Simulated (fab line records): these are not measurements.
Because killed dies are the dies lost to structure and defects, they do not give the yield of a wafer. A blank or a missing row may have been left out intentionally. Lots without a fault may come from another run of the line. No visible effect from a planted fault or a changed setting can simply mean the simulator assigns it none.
Split-lot study :: flow n5 finfet :: 7 lots, 21 wafers read, on a route of 1938 steps

## ON THE SPLIT
At N5_BEOL_M6_COAT_22 (resist thk 30 nm), the setting spin rpm was moved away from the recipe's 1500 rpm on 6 of the 21 wafers read, by -8.3% to +8.5%. All remaining wafers had this setting at the recipe value.

## FROM THE SPLIT TO THE READING: what the file shows between them, 5 steps
- N5_BEOL_M6_EBR_24
- N5_BEOL_M6_SOFTBAKE_23: time 60 s
- N5_BEOL_M6_EXPOSE_25: exposes mask V5, target cd 40 nm
- N5_BEOL_M6_PEB_26: peb time 60 s
- N5_BEOL_M6_DEVELOP_27: develop time 30 s

## THE READING
CAR-EUV_of_BEOL_M6_COAT_22.thk nm (the simulator's own value, which no gauge read), in nm, at N5_BEOL_M6_DESCUM_33 (chemistry O2, time 7 s). The file gives no usual value for it. Across the 15 wafers here that went through the recipe, the average is 26.0 nm and the standard deviation 0.08 nm.

wafer: L076.2
tool, chamber at the split: litho track-02, 0
spin rpm as run, rpm: 1628
against the recipe: +8.5%
CAR-EUV_of_BEOL_M6_COAT_22.thk nm, nm: 24.8
against lot-mates on the recipe: no lot-mate on the recipe

wafer: L076.3
tool, chamber at the split: litho track-02, 0
spin rpm as run, rpm: 1628
against the recipe: +8.5%
CAR-EUV_of_BEOL_M6_COAT_22.thk nm, nm: 24.8
against lot-mates on the recipe: no lot-mate on the recipe

wafer: L076.4
tool, chamber at the split: litho track-02, 0
spin rpm as run, rpm: 1628
against the recipe: +8.5%
CAR-EUV_of_BEOL_M6_COAT_22.thk nm, nm: 24.8
against lot-mates on the recipe: no lot-mate on the recipe

wafer: L078.2
tool, chamber at the split: litho track-05, 0
spin rpm as run, rpm: 1500
against the recipe: recipe
CAR-EUV_of_BEOL_M6_COAT_22.thk nm, nm: 26
against lot-mates on the recipe: -

wafer: L078.3
tool, chamber at the split: litho track-05, 0
spin rpm as run, rpm: 1500
against the recipe: recipe
CAR-EUV_of_BEOL_M6_COAT_22.thk nm, nm: 26
against lot-mates on the recipe: -

wafer: L078.5
tool, chamber at the split: litho track-05, 0
spin rpm as run, rpm: 1500
against the recipe: recipe
CAR-EUV_of_BEOL_M6_COAT_22.thk nm, nm: 26
against lot-mates on the recipe: -

wafer: L079.2
tool, chamber at the split: litho track-04, 0
spin rpm as run, rpm: 1500
against the recipe: recipe
CAR-EUV_of_BEOL_M6_COAT_22.thk nm, nm: 26.2
against lot-mates on the recipe: -

wafer: L079.3
tool, chamber at the split: litho track-04, 0
spin rpm as run, rpm: 1500
against the recipe: recipe
CAR-EUV_of_BEOL_M6_COAT_22.thk nm, nm: 26.2
against lot-mates on the recipe: -

wafer: L079.5
tool, chamber at the split: litho track-04, 0
spin rpm as run, rpm: 1500
against the recipe: recipe
CAR-EUV_of_BEOL_M6_COAT_22.thk nm, nm: 26.2
against lot-mates on the recipe: -

wafer: L080.4
tool, chamber at the split: litho track-04, 0
spin rpm as run, rpm: 1500
against the recipe: recipe
CAR-EUV_of_BEOL_M6_COAT_22.thk nm, nm: 26
against lot-mates on the recipe: -

wafer: L080.5
tool, chamber at the split: litho track-04, 0
spin rpm as run, rpm: 1500
against the recipe: recipe
CAR-EUV_of_BEOL_M6_COAT_22.thk nm, nm: 26
against lot-mates on the recipe: -

wafer: L080.6
tool, chamber at the split: litho track-04, 0
spin rpm as run, rpm: 1376
against the recipe: -8.3%
CAR-EUV_of_BEOL_M6_COAT_22.thk nm, nm: 27.4
against lot-mates on the recipe: +1.4

wafer: L093.1
tool, chamber at the split: litho track-02, 0
spin rpm as run, rpm: 1500
against the recipe: recipe
CAR-EUV_of_BEOL_M6_COAT_22.thk nm, nm: 26
against lot-mates on the recipe: -

wafer: L093.3
tool, chamber at the split: litho track-02, 0
spin rpm as run, rpm: 1500
against the recipe: recipe
CAR-EUV_of_BEOL_M6_COAT_22.thk nm, nm: 26
against lot-mates on the recipe: -

wafer: L093.6
tool, chamber at the split: litho track-02, 0
spin rpm as run, rpm: 1500
against the recipe: recipe
CAR-EUV_of_BEOL_M6_COAT_22.thk nm, nm: 26
against lot-mates on the recipe: -

wafer: L094.3
tool, chamber at the split: litho track-04, 0
spin rpm as run, rpm: 1570
against the recipe: +4.7%
CAR-EUV_of_BEOL_M6_COAT_22.thk nm, nm: 25.2
against lot-mates on the recipe: -0.8

wafer: L094.4
tool, chamber at the split: litho track-04, 0
spin rpm as run, rpm: 1500
against the recipe: recipe
CAR-EUV_of_BEOL_M6_COAT_22.thk nm, nm: 26
against lot-mates on the recipe: -

wafer: L094.5
tool, chamber at the split: litho track-04, 0
spin rpm as run, rpm: 1570
against the recipe: +4.7%
CAR-EUV_of_BEOL_M6_COAT_22.thk nm, nm: 25.4
against lot-mates on the recipe: -0.6

wafer: L095.2
tool, chamber at the split: litho track-04, 0
spin rpm as run, rpm: 1500
against the recipe: recipe
CAR-EUV_of_BEOL_M6_COAT_22.thk nm, nm: 26
against lot-mates on the recipe: -

wafer: L095.3
tool, chamber at the split: litho track-04, 0
spin rpm as run, rpm: 1500
against the recipe: recipe
CAR-EUV_of_BEOL_M6_COAT_22.thk nm, nm: 26
against lot-mates on the recipe: -

wafer: L095.4
tool, chamber at the split: litho track-04, 0
spin rpm as run, rpm: 1500
against the recipe: recipe
CAR-EUV_of_BEOL_M6_COAT_22.thk nm, nm: 26
against lot-mates on the recipe: -

FIT RESULTS
A straight line over all 21 wafers: CAR-EUV_of_BEOL_M6_COAT_22.thk nm changes by -0.152 nm for each +1% of spin rpm; r = -0.99; the points scatter about the line by 0.085 nm.
The same after taking each lot's own level away (the mean of its wafers on the recipe; 18 wafers): -0.162 nm for each +1%; r = -1.00; scatter 0.042 nm.
According to that fit, moving spin rpm by its largest amount changes the reading by 1.4 nm.
The lots' own levels span 26.00 to 26.20 nm, that is 2.5 times the standard deviation above.
Hence the lot-to-lot level has little effect on the slope; both slopes agree.
Check: for one of the wafers moved furthest among these (-8.3%), held out of the fit, the line's prediction against its lot-mates is +1.24 nm. It came out at +1.4 nm against them.

## THE WHOLE CHAIN: every reading that the file lists as answering this split, in the file's order
step: N5_BEOL_M6_COAT_22
what it does: resist thk 30 nm
reading: CAR-EUV_of_BEOL_M6_COAT_22.thk nm (the simulator's own value, which no gauge read)
change (the file's fit): -0.152 nm for each +1% of the setting
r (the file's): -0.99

step: N5_BEOL_M6_DEVELOP_27
what it does: develop time 30 s
reading: CAR-EUV_of_BEOL_M6_COAT_22.thk nm (the simulator's own value, which no gauge read)
change (the file's fit): -0.159 nm for each +1% of the setting
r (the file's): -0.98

step: N5_BEOL_M6_DESCUM_33
what it does: chemistry O2, time 7 s
reading: CAR-EUV_of_BEOL_M6_COAT_22.thk nm (the simulator's own value, which no gauge read)
change (the file's fit): -0.165 nm for each +1% of the setting
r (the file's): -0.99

## THE FILE'S OWN FIT
CAR-EUV_of_BEOL_M6_COAT_22.thk nm changes by -0.165 nm for each +1% of spin rpm, r = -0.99.
